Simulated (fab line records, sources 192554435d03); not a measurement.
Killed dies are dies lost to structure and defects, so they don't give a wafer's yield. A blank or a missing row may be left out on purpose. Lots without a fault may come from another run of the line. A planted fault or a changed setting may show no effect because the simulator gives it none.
Problem report in the 8D (eight disciplines) form, filled by code | flow n5_finfet | the parts of the form that need people (team, actions taken, sign-off) are left out

1. THE PROBLEM
IOFF_P_LONG at N5_BEOL_M4_RC_MEAS_101 reads a mean of 0.000309 nA/um on 1 wafer of 1 lot; wafers without a fault read 0.000104 nA/um with a standard deviation of 8.6e-06. That is +24 standard deviations from the usual mean.
First seen on wafer L236.2, day 10 22:07, on prober-02. The record holds 26 wafers of 9 lots with a number at this step. Rule for "out", or "out of limits": more than 4 standard deviations from the usual mean. The other wafers with a number count as sound.

2. WHAT IT IS AND WHAT IT IS NOT
question                    | is                                                                            | is not
which readings at this step | IOFF_P_LONG, IOFF_P, IOFF_P_85C, IOFF_P_LIN, ION_P, VT_N_LVT, VT_P, VT_P_LONG | DIBL_N, DIBL_P, IOFF_N, ION_N, SS_N, SS_P, VT_N
which lots                  | L236                                                                          | L224, L225, L228, L230, L232, L233, L237, L245
which wafers of those lots  | L236.2                                                                        | L236.4
read on which gauges        | prober-02                                                                     | prober-01
when                        | from day 10 22:07                                                             | up to then (19 sound wafers); but 6 sound wafers of L237, L245 came after

3. SUSPECTS, AND WHAT RULES EACH OUT
Counting: a tool at a process step up to the reading stays a suspect if it ran every lot that is out. Sound lots after the first of them don't rule it out here, since some wafers of a struck lot are sound.
- the gauge at N5_BEOL_M4_RC_MEAS_101: ruled out. All the wafers that are out were read on prober-02, but those of them that N5_PASSIVATION_PROBE_49 has rows for are out there too, on other tools.
- ald_hk-02 at N5_HKMG_FIN_ALD_74 (deposits La2O3, target thk 0.5 nm, pulse time 6 s, co reactant pulse time 1 s): kept. It ran the lot that is out, L236 (day 7 00:33); its last sound lot up to then is L233 (day 6 14:41).
- pvd_sputter-02 at N5_BEOL_M4_SPUTTER_90 (material Cu, target thk 4.5 nm, time 8.29 s): kept. It ran the lot that is out, L236 (day 10 20:12); its last sound lot up to then is L225 (day 8 05:43).
- cmp-01 at N5_BEOL_M4_CMP_52 (polishes, stops on SiOC, t overpolish 6.8 s, target thk 40 nm): kept. It ran the lot that is out, L236 (day 10 21:22); its last sound lot up to then is L232 (day 10 03:01).
- cvd_co-02 at N5_BEOL_M4_PRE_CLEAN_60 (time 15 s): kept. It ran the lot that is out, L236 (day 10 21:41); its last sound lot up to then is L233 (day 10 14:52).
- Within ald_hk-02 at N5_HKMG_FIN_ALD_74: the wafers that are out ran in chamber 2; their sound lot-mates ran in chamber 3.
- Within cmp-01 at N5_BEOL_M4_CMP_52: the wafers that are out ran in chamber 3; their sound lot-mates ran in chamber 1.
- Within cvd_co-02 at N5_BEOL_M4_PRE_CLEAN_60: the wafers that are out ran in chamber 1; their sound lot-mates ran in chamber 2.
Left after counting: ald_hk-02 at N5_HKMG_FIN_ALD_74, pvd_sputter-02 at N5_BEOL_M4_SPUTTER_90, cmp-01 at N5_BEOL_M4_CMP_52, cvd_co-02 at N5_BEOL_M4_PRE_CLEAN_60.

4. THE CAUSE (what the simulator had put in)
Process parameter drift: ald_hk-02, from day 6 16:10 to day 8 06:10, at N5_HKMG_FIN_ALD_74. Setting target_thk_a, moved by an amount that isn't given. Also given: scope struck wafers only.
Counting left 4 suspects, and this tool is among them.

5. THE CHAIN OF EFFECTS, in route order
Each row: a reading whose mean over the struck wafers that have a number lies more than 3 standard deviations from the usual. Only readings for which the record gives a usual standard deviation are gone through. hours: the time from each lot's start at the first step in this table that gives one to its start at this step, as a median over the lots. sigmas: the change in usual standard deviations.
hours | step                    | reading        | usual          | on struck wafers | change    | sigmas
0     | N5_BEOL_M4_RC_MEAS_101  | IOFF_P         | 0.20 nA/um     | 0.80             | +0.60     | +16
0     | N5_BEOL_M4_RC_MEAS_101  | IOFF_P_85C     | 3.5 nA/um      | 11.4             | +7.9      | +15
0     | N5_BEOL_M4_RC_MEAS_101  | IOFF_P_LIN     | 0.097 nA/um    | 0.378            | +0.281    | +20
0     | N5_BEOL_M4_RC_MEAS_101  | IOFF_P_LONG    | 0.000104 nA/um | 0.000309         | +0.000205 | +24
0     | N5_BEOL_M4_RC_MEAS_101  | ION_P          | 460 uA/um      | 513              | +53       | +7.4
0     | N5_BEOL_M4_RC_MEAS_101  | VT_N_LVT       | 99 mV          | 137              | +38       | +13
0     | N5_BEOL_M4_RC_MEAS_101  | VT_P           | -251 mV        | -211             | +40       | +12
0     | N5_BEOL_M4_RC_MEAS_101  | VT_P_LONG      | -275.3 mV      | -238.6           | +36.7     | +12
114   | N5_PASSIVATION_PROBE_49 | sort_n_pass    | 1078           | 123              | -955      | -53
114   | N5_PASSIVATION_PROBE_49 | sort_yield_pct | 91.3 %         | 10.4             | -80.9     | -54
The process steps in it:
- N5_PASSIVATION_PROBE_49

6. WHAT WOULD HAVE CAUGHT IT SOONER
In this record the first reading out of limits at a measuring or inspecting step was taken at day 10 22:07, 102 hours after the fault began at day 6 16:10.
Of the tool readings at N5_HKMG_FIN_ALD_74 for which the record gives a usual standard deviation, none was out on any struck wafer, so an alarm limit of 4 standard deviations on them would not have fired.
All the lots that are out (1) had begun N5_HKMG_FIN_ALD_74 on ald_hk-02 by day 10 22:07. A hold on the tool at that time would have spared none of them.
